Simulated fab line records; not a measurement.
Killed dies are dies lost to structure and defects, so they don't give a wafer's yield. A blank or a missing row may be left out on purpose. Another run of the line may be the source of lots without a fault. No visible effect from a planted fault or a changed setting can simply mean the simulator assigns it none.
Problem report, 8D (eight disciplines) form, completed by code    flow n5-finfet    the parts of the form that need people (team, actions taken, sign-off) are left out

## 1. WHAT WENT WRONG
Wafers without a fault read 1499.8 rpm, standard deviation 1.2; spin-speed-rpm at N5_BEOL_M14_COAT_65 reads a mean of 1443.7 rpm on 6 wafers belonging to 2 lots. That puts it -47 standard deviations away from the usual mean.
The step: time 60 s, resist thk 450 nm.
Seen first at day 14 02:22 on litho-track-04, wafer L983.1. Wafers with a number at this step in the record: 18, from 6 lots. The rule behind "out" and "out of limits": a value lying over 4 standard deviations away from the usual mean. The other wafers with a number count as sound.

## 2. WHAT IT IS; WHAT IT IS NOT
question                     is                      is not
which readings at this step  spin-speed-rpm          -
which lots                   L983, L988              L979, L992, L997, L998
which wafers of those lots   all that have a number  -
read on which tools          litho-track-04          litho-track-01
when                         from day 14 02:22       up to then (3 sound wafers); but 9 sound wafers of L992, L997, L998 came after

## 3. THE SUSPECTS, EACH WITH WHAT RULES IT OUT
Counting: any tool at a process step up to the reading is kept as a suspect provided that every lot that is out went through it and no sound lot did after the first of them.
- litho-track-04 at N5_BEOL_M14_COAT_65 (time 60 s, resist thk 450 nm): ruled out as a lasting fault. Following L983 (day 14 02:22), the first lot on it that is out, the sound lots L998 were run on it.
Left after counting: nothing in the record.

## 4. THE CAUSE (what the simulator had put in)
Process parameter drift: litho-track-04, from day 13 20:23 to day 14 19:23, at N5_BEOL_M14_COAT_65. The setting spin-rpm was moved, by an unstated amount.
Counting ruled it out, wrongly.

## 5. THE CHAIN OF EFFECTS, in route order
Each row: a reading whose mean over the struck wafers that have a number lies more than 3 standard deviations from the usual. Scope: only readings with a usual standard deviation given in the record; hours: median across lots of the time from each lot's start at the first step in this table that gives one to its start at this step; sigmas: change in usual standard deviations.
hours  step                 reading         usual       on struck wafers  change  sigmas
0      N5_BEOL_M14_COAT_65  spin-speed-rpm  1499.8 rpm  1443.7            -56.1   -47
Its process steps:
- N5_BEOL_M14_COAT_65: time 60 s, resist thk 450 nm.

## 6. WHAT WOULD HAVE CAUGHT IT SOONER
6 hours passed between the start of the fault at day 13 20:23 and the first reading out of limits in this record, taken at day 14 02:22.
